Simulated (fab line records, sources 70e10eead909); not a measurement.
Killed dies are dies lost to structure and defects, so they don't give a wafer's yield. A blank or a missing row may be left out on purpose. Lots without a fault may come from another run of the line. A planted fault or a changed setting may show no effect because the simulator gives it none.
fab line records | flow nand_harc
record lots=24 wafers=72 last_day=24
route steps=1159 shown A_CONTACT@913 A_BLC@976 A_M0@1016 A_BONDPAD@1083
lots that met no fault: from a run of the same line without faults
start_h: hours from the record's first day to the start of the lot's first wafer shown | wait_h: hours since the lot's step before | " the same as in the row above | L1.1+2: a row that stands for several wafers | - no value, or no start given | * or withheld: withheld | < > ~ a bound
route shown NAME@n: a module of which the file shows steps, and the number in the route of the first | usual: mean/standard deviation of fault-free wafers | same: alike in all rows | chamber/n: place in a boat | sites: the reading at each site | _std_site: their standard deviation | _edge_site: outer sites' mean less inner sites' | radius_mm: how far each site lies from the wafer's centre | mask NAME#n: copy n | behind: the tool/chamber that last shaped the wafer | hold: why the lot was held/for how many hours/how that ended | device: the transistor (n, p or np) that didn't switch | end of line: the same wafers' tests at the end of the route | a step without rows: its recipe alone | killed: dies lost to structure and defects at the first sort, not the wafer's yield | map: a wafer's dies, x killed, . not, _ none there
set.NAME: the setting as run; set.NAME@STEP: as run at that earlier step | model.NAME: the simulator's own value behind a step, which no gauge read
steps of the route over a sample of lots; a table a step, a row a wafer
services: from which hour (start_h, from the record's first day; less than 0 if before it) a tool's chamber was out of use, for how many hours, and why
## steps
# step NHARC_A_CONTACT_ETCH_133
# recipe source_w=withheld pressure_mtorr=20 bias_v=400 time_s=195 target_depth_a=8400 ar_flow_sccm=withheld c4f8_flow_sccm=11.5 o2_flow_sccm=7.2 chemistry=C4F8/O2/Ar
# usual oes_air_line_au=1.003/0.019
# columns lot.wafer tool chamber start_h wait_h oes_air_line_au rf_hours_counter_h
L074.1 har_cap_etch-02 1 378.30 0.1 1.014 9
L074.4 " 0 " " 1.026 -
L074.5 " 0 " " 1.002 -
L076.3 har_cap_etch-02 0 406.41 0.2 1.044 -
L076.4 " 1 " " 0.988 -
L076.5 " 0 " " 1.021 -
L078.2 har_cap_etch-02 0 411.57 0.2 1.007 13
L078.1 " 1 " " 0.969 13
L078.6 " 0 " " 1.007 -
L075.2 har_cap_etch-01 1 413.18 0.1 1.021 60
L075.4 " 1 " " 1.017 -
L075.6 " 1 " " 1.029 -
L077.4 har_cap_etch-01 0 419.16 0.2 0.990 -
L077.5 " 0 " " 1.001 -
L077.6 " 1 " " 0.988 -
L081.2 har_cap_etch-02 1 420.39 0.1 0.996 15
L081.3 " 1 " " 1.009 -
L081.5 " 0 " " 1.021 -
L080.1 har_cap_etch-02 0 430.91 0.1 1.004 18
L080.2 " 1 " " 0.991 18
L080.6 " 0 " " 1.000 -
L082.1 har_cap_etch-03 0 432.65 0.1 1.009 90
L082.3 " 0 " " 0.988 -
L082.6 " 1 " " 1.044 -
L079.2 har_cap_etch-02 1 436.87 0.2 1.011 19
L079.4 " 1 " " 0.988 -
L079.6 " 1 " " 1.006 -
L084.2 har_cap_etch-02 1 441.88 0.2 1.004 21
L084.1 " 0 " " 1.028 21
L084.4 " 1 " " 1.016 -
L083.1 har_cap_etch-01 1 443.82 0.1 1.044 68
L083.3 " 0 " " 1.011 -
L083.5 " 1 " " 1.024 -
L086.2 har_cap_etch-01 1 448.13 0.1 0.999 69
L086.4 " 1 " " 0.984 -
L086.5 " 1 " " 0.998 -
L085.1 har_cap_etch-02 1 452.60 0.1 1.011 24
L085.3 " 1 " " 1.000 -
L085.5 " 0 " " 0.988 -
L087.4 har_cap_etch-01 1 453.38 0.2 1.049 -
L087.6 " 0 " " 1.032 -
L087.5 " 1 " " 1.011 -
L089.1 har_cap_etch-01 0 466.12 0.1 1.035 72
L089.6 " 0 " " 0.994 -
L089.5 " 1 " " 1.013 -
L091.3 har_cap_etch-03 1 481.44 0.2 1.006 -
L091.5 " 1 " " 0.994 -
L091.6 " 0 " " 1.002 -
L093.2 har_cap_etch-02 1 483.58 0.1 1.011 29
L093.4 " 1 " " 0.999 -
L093.6 " 0 " " 1.005 -
L088.4 har_cap_etch-01 0 484.93 0.2 0.980 -
L088.3 " 1 " " 0.984 -
L088.6 " 1 " " 0.986 -
L090.2 har_cap_etch-01 1 488.78 0.1 1.012 77
L090.1 " 0 " " 0.978 77
L090.3 " 0 " " 1.037 -
L092.1 har_cap_etch-03 1 490.59 0.1 0.992 102
L092.3 " 0 " " 1.011 -
L092.4 " 1 " " 0.978 -
L096.1 har_cap_etch-01 0 499.19 0.1 1.004 79
L096.3 " 1 " " 0.999 -
L096.5 " 0 " " 0.996 -
L094.1 har_cap_etch-03 0 499.64 0.1 0.964 104
L094.2 " 1 " " 1.002 104
L094.5 " 1 " " 1.024 -
L095.2 har_cap_etch-02 1 504.50 0.1 0.975 34
L095.4 " 1 " " 0.991 -
L095.6 " 0 " " 1.007 -
L097.2 har_cap_etch-03 1 523.56 0.1 0.999 107
L097.1 " 0 " " 1.009 107
L097.3 " 1 " " 0.996 -
# step NHARC_A_CONTACT_STRIP_82
# recipe o2_flow_sccm=500 ar_flow_sccm=0 bias_w=0 chemistry=O2
# usual drypump_motor_current_A=5.8/0.47 oes_product_au=1.001/0.0093 rf_vpp_V=57.9/0.87 showerhead_plenum_p_Torr=3.59/0.13 throttle_valve_pct=17.037/0.0099
# columns lot.wafer tool chamber start_h wait_h drypump_motor_current_A oes_product_au rf_hours_counter_h rf_vpp_V showerhead_plenum_p_Torr throttle_valve_pct
L074.4 rie_diel-13 3 379.44 - 5.4 1.019 32 57.0 3.49 17.022
L074.1 " 1 " " 5.7 0.993 33 57.6 3.75 17.050
L074.5 " 3 " " 5.4 1.005 - 57.8 3.49 17.033
L076.3 rie_diel-12 2 - - 6.4 1.001 2 57.5 3.75 17.030
L076.4 " 3 " " 5.3 1.006 2 56.1 3.68 17.038
L076.5 " 2 " " 6.3 1.005 - 57.4 3.75 17.043
L078.1 rie_diel-09 2 - - 5.4 1.016 63 60.3 3.63 17.045
L078.2 " 1 " " 6.8 1.003 59 56.7 3.48 17.047
L078.6 " 3 " " 5.3 0.999 - 58.2 3.59 17.044
L075.4 rie_diel-12 1 - - 6.2 1.009 3 58.5 3.64 17.052
L075.2 " 2 " " 6.3 1.008 4 57.9 3.74 17.033
L075.6 " 1 " " 6.2 0.999 - 58.6 3.64 17.046
L077.4 rie_diel-09 2 - - 5.4 1.016 64 57.1 3.63 17.054
L077.5 " 0 " " 5.8 0.987 - 57.1 3.29 17.035
L077.6 " 1 " " 6.8 0.986 - 55.8 3.48 17.031
L081.3 rie_diel-12 3 - - 5.3 0.999 5 57.1 3.68 17.042
L081.2 " 1 " " 6.2 0.999 4 58.1 3.64 17.033
L081.5 " 3 " " 5.3 0.999 - 58.7 3.68 17.034
L080.2 rie_diel-12 1 - - 6.2 0.986 6 58.0 3.64 17.040
L080.1 " 3 " " 5.3 0.993 7 58.2 3.68 17.011
L080.6 " 1 " " 6.1 0.994 - 57.8 3.64 17.039
L082.3 rie_diel-13 3 - - 5.5 1.008 51 59.9 3.48 17.024
L082.1 " 1 " " 5.7 0.992 55 58.2 3.74 17.042
L082.6 " 0 " " 5.9 0.998 - 56.5 3.58 17.048
L079.2 rie_diel-12 3 - - 5.2 0.978 9 58.3 3.68 17.049
L079.4 " 0 " " 5.4 0.999 8 57.3 3.48 17.051
L079.6 " 3 " " 5.3 0.992 - 59.9 3.68 17.041
L084.1 rie_diel-13 2 - - 6.3 1.000 55 57.5 3.35 17.047
L084.2 " 3 " " 5.4 1.006 55 57.5 3.47 17.044
L084.4 " 0 " " 5.9 1.000 59 58.6 3.57 17.040
L083.1 rie_diel-09 3 - - 5.3 1.010 1 56.5 3.58 17.043
L083.3 " 2 " " 5.3 1.005 1 58.6 3.62 17.029
L083.5 " 0 " " 5.8 0.996 - 57.7 3.81 17.023
L086.2 rie_diel-12 1 - - 6.2 0.997 11 57.3 3.64 17.025
L086.4 " 3 " " 5.2 0.999 11 57.4 3.68 17.039
L086.5 " 1 " " 6.2 1.008 - 57.8 3.64 17.036
L085.1 rie_diel-12 0 - - 5.3 1.005 12 56.6 3.48 17.042
L085.3 " 2 " " 6.3 1.004 13 58.2 3.74 17.029
L085.5 " 0 " " 5.3 1.004 - 57.5 3.48 17.042
L087.4 rie_diel-12 0 - - 5.4 1.008 12 57.0 3.48 17.037
L087.5 " 3 " " 5.2 0.986 - 57.9 3.68 17.035
L087.6 " 0 " " 5.4 1.007 - 56.8 3.48 17.045
L089.1 rie_diel-13 3 - - 5.4 0.998 2 59.0 3.47 17.039
L089.6 " 0 " " 5.9 0.992 - 57.1 3.57 17.036
L089.5 " 2 " " 6.3 0.990 - 57.1 3.35 17.030
L091.3 rie_diel-12 1 - - 6.2 1.003 17 57.7 3.63 17.033
L091.6 " 1 " " 6.2 1.001 - 58.1 3.63 17.040
L091.5 " 2 " " 6.3 1.013 - 58.8 3.74 17.053
L093.2 rie_diel-12 3 - - 5.2 1.010 19 59.0 3.67 17.039
L093.4 " 0 " " 5.4 1.018 17 59.5 3.48 17.025
L093.6 " 2 " " 6.3 1.012 - 57.8 3.74 17.034
L088.4 rie_diel-09 0 - - 5.8 0.984 18 58.6 3.80 17.033
L088.3 " 1 " " 6.8 0.985 20 58.1 3.47 17.039
L088.6 " 3 " " 5.3 0.990 - 58.2 3.57 17.019
L090.1 rie_diel-12 2 - - 6.3 0.991 20 58.3 3.74 17.052
L090.3 " 0 " " 5.4 1.001 18 56.5 3.48 17.011
L090.2 " 1 " " 6.2 1.011 18 58.4 3.63 17.027
L092.4 rie_diel-13 3 - - 5.4 1.013 11 58.7 3.47 17.019
L092.3 " 0 " " 5.9 1.010 11 57.4 3.57 17.046
L092.1 " 1 " " 5.7 1.008 0 57.5 3.74 17.039
L096.1 rie_diel-13 2 - - 6.3 1.002 10 56.1 3.34 17.022
L096.3 " 3 " " 5.4 1.009 15 58.4 3.46 17.031
L096.5 " 0 " " 5.9 0.996 - 59.5 3.56 17.035
L094.1 rie_diel-09 0 - - 5.8 0.998 24 57.5 3.79 17.053
L094.2 " 1 " " 6.8 1.002 26 57.4 3.47 17.030
L094.5 " 0 " " 5.8 0.992 - 60.0 3.79 17.029
L095.2 rie_diel-12 1 - - 6.2 1.006 21 58.4 3.63 17.035
L095.4 " 3 " " 5.3 0.994 24 59.6 3.67 17.032
L095.6 " 0 " " 5.4 1.003 - 58.0 3.48 17.029
L097.1 rie_diel-12 3 - - 5.3 0.988 26 57.5 3.67 17.028
L097.2 " 0 " " 5.3 1.019 25 56.4 3.47 17.040
L097.3 " 2 " " 6.3 1.004 26 59.1 3.73 17.036
# step NHARC_A_BLC_INSPECT_12
# usual raw_defect_count=30/12
# columns lot.wafer tool chamber start_h wait_h raw_defect_count
L074.1 defect_inspect-02 - 398.08 0.0 28
L074.4 " - " " 30
L074.5 " - " " 31
L076.3 defect_inspect-02 - 418.33 0.0 29
L076.4 " - " " 32
L076.5 " - " " 22
L078.1 defect_inspect-02 - 423.29 0.0 36
L078.2 " - " " 32
L078.6 " - " " 28
L075.2 defect_inspect-02 - 428.45 0.0 30
L075.4 " - " " 22
L075.6 " - " " 25
L077.4 defect_inspect-01 - 433.15 0.0 19
L077.5 " - " " 21
L077.6 " - " " 27
L081.2 defect_inspect-02 - 434.64 0.0 48
L081.3 " - " " 30
L081.5 " - " " 33
L080.1 defect_inspect-02 - 448.86 0.1 13
L080.2 " - " " 15
L080.6 " - " " 15
L082.1 defect_inspect-02 - 450.33 0.0 25
L082.3 " - " " 24
L082.6 " - " " 36
L079.2 defect_inspect-01 - 453.04 0.0 21
L079.4 " - " " 13
L079.6 " - " " 24
L084.1 defect_inspect-02 - 454.86 0.0 42
L084.2 " - " " 35
L084.4 " - " " 24
L083.1 defect_inspect-01 - 456.69 0.0 22
L083.3 " - " " 15
L083.5 " - " " 24
L086.2 defect_inspect-02 - 460.16 0.0 48
L086.4 " - " " 52
L086.5 " - " " 43
L085.1 defect_inspect-01 - 462.10 0.0 40
L085.3 " - " " 46
L085.5 " - " " 41
L087.4 defect_inspect-01 - 463.66 0.0 24
L087.5 " - " " 13
L087.6 " - " " 12
L089.1 defect_inspect-01 - 480.84 0.0 20
L089.5 " - " " 14
L089.6 " - " " 12
L091.3 defect_inspect-01 - 498.10 0.0 33
L091.5 " - " " 33
L091.6 " - " " 21
L093.2 defect_inspect-01 - 499.38 0.0 34
L093.4 " - " " 23
L093.6 " - " " 32
L088.3 defect_inspect-02 - 500.39 0.0 49
L088.4 " - " " 46
L088.6 " - " " 51
L090.1 defect_inspect-02 - 503.27 0.0 35
L090.2 " - " " 29
L090.3 " - " " 35
L092.1 defect_inspect-01 - 505.00 0.0 32
L092.3 " - " " 46
L092.4 " - " " 38
L096.1 defect_inspect-01 - 510.15 0.0 12
L096.3 " - " " 20
L096.5 " - " " 16
L094.1 defect_inspect-01 - 510.88 0.0 28
L094.2 " - " " 31
L094.5 " - " " 34
L095.2 defect_inspect-02 - 517.45 0.0 57
L095.4 " - " " 47
L095.6 " - " " 50
L097.1 defect_inspect-01 - 534.59 0.0 42
L097.2 " - " " 42
L097.3 " - " " 45
# step NHARC_A_M0_PVD_21
# recipe target_thk_a=300 chamber_pressure_pa=5 power_w=5000 substrate_temp_c=30 time_s=20.49 material=Cu
# usual throttle_valve_pct=29.9/0.98
# columns lot.wafer tool chamber start_h wait_h throttle_valve_pct
L074.1 pvd_sputter-01 - - - 28.7
L074.4 " - " " 28.7
L074.5 " - " " 28.7
L076.3 pvd_sputter-01 - - - 30.9
L076.4 " - " " 28.5
L076.5 " - " " 30.4
L078.1 pvd_sputter-01 - - - 30.3
L078.2 " - " " 31.1
L078.6 " - " " 28.6
L075.2 pvd_sputter-01 - - - 28.4
L075.4 " - " " 31.0
L075.6 " - " " 28.5
L077.4 pvd_sputter-03 - - - 29.1
L077.5 " - " " 28.9
L077.6 " - " " 31.0
L081.2 pvd_sputter-02 - - - 29.0
L081.3 " - " " 30.4
L081.5 " - " " 29.6
L080.2 pvd_sputter-02 - - - 29.5
L080.1 " - " " 30.2
L080.6 " - " " 29.1
L082.3 pvd_sputter-02 - - - 30.7
L082.1 " - " " 29.4
L082.6 " - " " 30.3
L079.4 pvd_sputter-01 - - - 31.3
L079.2 " - " " 30.9
L079.6 " - " " 28.5
L084.1 pvd_sputter-02 - - - 29.1
L084.4 " - " " 30.5
L084.2 " - " " 29.7
L083.1 pvd_sputter-01 - - - 30.5
L083.3 " - " " 28.6
L083.5 " - " " 30.6
L086.4 pvd_sputter-03 - - - 31.3
L086.2 " - " " 29.1
L086.5 " - " " 28.8
L085.1 pvd_sputter-02 - - - 29.3
L085.3 " - " " 30.2
L085.5 " - " " 29.5
L087.4 pvd_sputter-03 - - - 28.9
L087.6 " - " " 31.4
L087.5 " - " " 28.9
L089.1 pvd_sputter-03 - - - 30.8
L089.6 " - " " 28.9
L089.5 " - " " 31.6
L091.3 pvd_sputter-02 - - - 29.6
L091.5 " - " " 30.3
L091.6 " - " " 29.8
L093.2 pvd_sputter-03 - - - 28.7
L093.4 " - " " 28.9
L093.6 " - " " 29.1
L088.4 pvd_sputter-01 - - - 31.3
L088.3 " - " " 28.5
L088.6 " - " " 30.7
L090.2 pvd_sputter-02 - - - 29.2
L090.1 " - " " 30.4
L090.3 " - " " 29.5
L092.3 pvd_sputter-01 - - - 28.4
L092.1 " - " " 30.6
L092.4 " - " " 28.5
L096.3 pvd_sputter-03 - - - 31.2
L096.1 " - " " 31.6
L096.5 " - " " 29.1
L094.1 pvd_sputter-02 - - - 29.6
L094.2 " - " " 28.6
L094.5 " - " " 30.6
L095.4 pvd_sputter-02 - - - 29.6
L095.2 " - " " 29.1
L095.6 " - " " 30.7
L097.1 pvd_sputter-02 - - - 29.2
L097.3 " - " " 30.7
L097.2 " - " " 30.3
# step NHARC_A_BONDPAD_PRE_CLEAN_26
# recipe time_s=30 temp_c=280 gas=H2/He
# usual heater_power_w=432/55
# columns lot.wafer tool chamber start_h wait_h heater_power_w
L074.4 pvd_sputter-03 - - - 380
L074.1 " - " " 408
L074.5 " - " " 393
L076.3 pvd_sputter-03 - - - 406
L076.4 " - " " 439
L076.5 " - " " 491
L078.1 pvd_sputter-01 - - - 404
L078.2 " - " " 392
L078.6 " - " " 479
L075.4 pvd_sputter-03 - - - 399
L075.2 " - " " 381
L075.6 " - " " 492
L077.4 pvd_sputter-02 - - - 435
L077.5 " - " " 564
L077.6 " - " " 424
L081.2 pvd_sputter-01 - - - 412
L081.3 " - " " 390
L081.5 " - " " 486
L080.2 pvd_sputter-02 - - - 395
L080.1 " - " " 432
L080.6 " - " " 384
L082.1 pvd_sputter-01 - - - 406
L082.3 " - " " 385
L082.6 " - " " 484
L079.2 pvd_sputter-03 - - - 504
L079.4 " - " " 350
L079.6 " - " " 499
L084.4 pvd_sputter-03 - - - 490
L084.2 " - " " 453
L084.1 " - " " 370
L083.1 pvd_sputter-03 - - - 369
L083.3 " - " " 447
L083.5 " - " " 415
L086.4 pvd_sputter-02 - - - 439
L086.2 " - " " 359
L086.5 " - " " 436
L085.1 pvd_sputter-03 - - - 366
L085.3 " - " " 501
L085.5 " - " " 418
L087.4 pvd_sputter-01 - - - 386
L087.5 " - " " 429
L087.6 " - " " 475
L089.1 pvd_sputter-01 - - - 394
L089.5 " - " " 430
L089.6 " - " " 481
L091.3 pvd_sputter-02 - - - 364
L091.6 " - " " 383
L091.5 " - " " 358
L093.4 pvd_sputter-03 - - - 503
L093.2 " - " " 439
L093.6 " - " " 425
L088.4 pvd_sputter-02 - - - 360
L088.3 " - " " 567
L088.6 " - " " 384
L090.1 pvd_sputter-03 - - - 452
L090.3 " - " " 372
L090.2 " - " " 415
L092.1 pvd_sputter-03 - - - 499
L092.4 " - " " 455
L092.3 " - " " 361
L096.3 pvd_sputter-03 - - - 363
L096.1 " - " " 422
L096.5 " - " " 368
L094.2 pvd_sputter-03 - - - 460
L094.1 " - " " 411
L094.5 " - " " 499
L095.4 pvd_sputter-02 - - - 386
L095.2 " - " " 565
L095.6 " - " " 353
L097.2 pvd_sputter-03 - - - 414
L097.3 " - " " 508
L097.1 " - " " 450
# step NHARC_A_BONDPAD_ANNEAL_28
# recipe temp_c=225 time_s=90
# usual wafer_temp_C_max=225.76/0.26
# columns lot.wafer tool chamber start_h wait_h wafer_temp_C_max
L074.1 rtp_anneal-01 0 424.35 0.3 225.96
L074.4 " 0 " " 226.25
L074.5 " 0 " " 226.07
L076.3 rtp_anneal-01 0 433.98 0.5 225.81
L076.4 " 0 " " 226.17
L076.5 " 0 " " 225.66
L078.1 rtp_anneal-01 0 439.83 - 225.49
L078.2 " 0 " " 225.75
L078.6 " 0 " " 225.82
L075.2 rtp_anneal-01 0 443.27 0.3 225.34
L075.4 " 0 " " 225.62
L075.6 " 0 " " 225.97
L077.4 rtp_anneal-01 0 456.09 - 225.91
L077.5 " 0 " " 226.11
L077.6 " 0 " " 225.95
L081.2 rtp_anneal-02 0 456.28 - 225.70
L081.3 " 0 " " 225.84
L081.5 " 0 " " 225.41
L080.1 rtp_anneal-01 0 467.18 - 226.17
L080.2 " 0 " " 225.74
L080.6 " 0 " " 225.77
L082.1 rtp_anneal-02 0 467.78 - 225.65
L082.3 " 0 " " 225.39
L082.6 " 0 " " 225.40
L079.2 rtp_anneal-01 0 470.37 0.4 225.84
L079.4 " 0 " " 226.00
L079.6 " 0 " " 225.87
L084.1 rtp_anneal-02 0 471.40 0.3 225.47
L084.2 " 0 " " 225.36
L084.4 " 0 " " 225.52
L083.1 rtp_anneal-01 0 472.49 0.4 225.89
L083.3 " 0 " " 225.70
L083.5 " 0 " " 225.88
L086.2 rtp_anneal-01 0 480.59 - 226.11
L086.4 " 0 " " 226.03
L086.5 " 0 " " 225.79
L085.1 rtp_anneal-01 0 481.15 - 226.13
L085.3 " 0 " " 225.76
L085.5 " 0 " " 226.35
L087.4 rtp_anneal-02 0 484.01 - 225.45
L087.5 " 0 " " 225.38
L087.6 " 0 " " 225.35
L089.1 rtp_anneal-02 0 505.65 0.7 225.85
L089.5 " 0 " " 225.61
L089.6 " 0 " " 225.89
L091.3 rtp_anneal-02 0 512.82 - 225.46
L091.5 " 0 " " 225.74
L091.6 " 0 " " 225.43
L093.2 rtp_anneal-02 0 515.67 0.4 225.63
L093.4 " 0 " " 225.35
L093.6 " 0 " " 225.74
L088.3 rtp_anneal-02 0 516.56 0.3 225.61
L088.4 " 0 " " 225.93
L088.6 " 0 " " 225.70
L090.1 rtp_anneal-01 0 520.13 0.3 225.82
L090.2 " 0 " " 225.51
L090.3 " 0 " " 225.62
L092.1 rtp_anneal-01 0 522.18 - 226.34
L092.3 " 0 " " 226.21
L092.4 " 0 " " 226.07
L096.1 rtp_anneal-02 0 527.96 - 225.48
L096.3 " 0 " " 225.49
L096.5 " 0 " " 225.43
L094.1 rtp_anneal-02 0 529.80 0.4 225.59
L094.2 " 0 " " 225.82
L094.5 " 0 " " 225.58
L095.2 rtp_anneal-01 0 534.60 0.4 226.11
L095.4 " 0 " " 226.08
L095.6 " 0 " " 225.98
L097.1 rtp_anneal-02 0 550.15 0.3 225.57
L097.2 " 0 " " 225.54
L097.3 " 0 " " 226.03
## services
# columns tool chamber start_h hours kind
rie_diel-12 0 358.94 - clean
rie_diel-12 1 358.94 - clean
rie_diel-12 2 358.94 - clean
rie_diel-12 3 358.94 - clean
pvd_sputter-03 - 376.11 16.5 repair
rie_diel-12 0 379.40 9.0 vent_cycle
rie_diel-12 1 379.40 9.0 vent_cycle
rie_diel-12 3 379.40 9.0 vent_cycle
rie_diel-12 0 388.40 - clean
rie_diel-12 1 388.40 - clean
rie_diel-12 2 388.40 - clean
rie_diel-12 3 388.40 - clean
rie_diel-12 - 388.69 0.5 repair
pvd_sputter-02 - 392.02 10.0 pm
har_cap_etch-03 - 416.17 0.5 repair
rie_diel-09 - 431.16 9.0 pm
rie_diel-13 - 453.36 9.0 pm
pvd_sputter-03 - 458.02 10.0 pm
rie_diel-09 0 458.56 6.1 repair
pvd_sputter-01 - 514.06 10.0 pm
rie_diel-09 0 526.62 12.5 repair
pvd_sputter-03 - 540.36 1.3 repair
har_cap_etch-03 - 545.00 17.0 pm
pvd_sputter-01 - 549.79 1.8 repair
## key
fault none
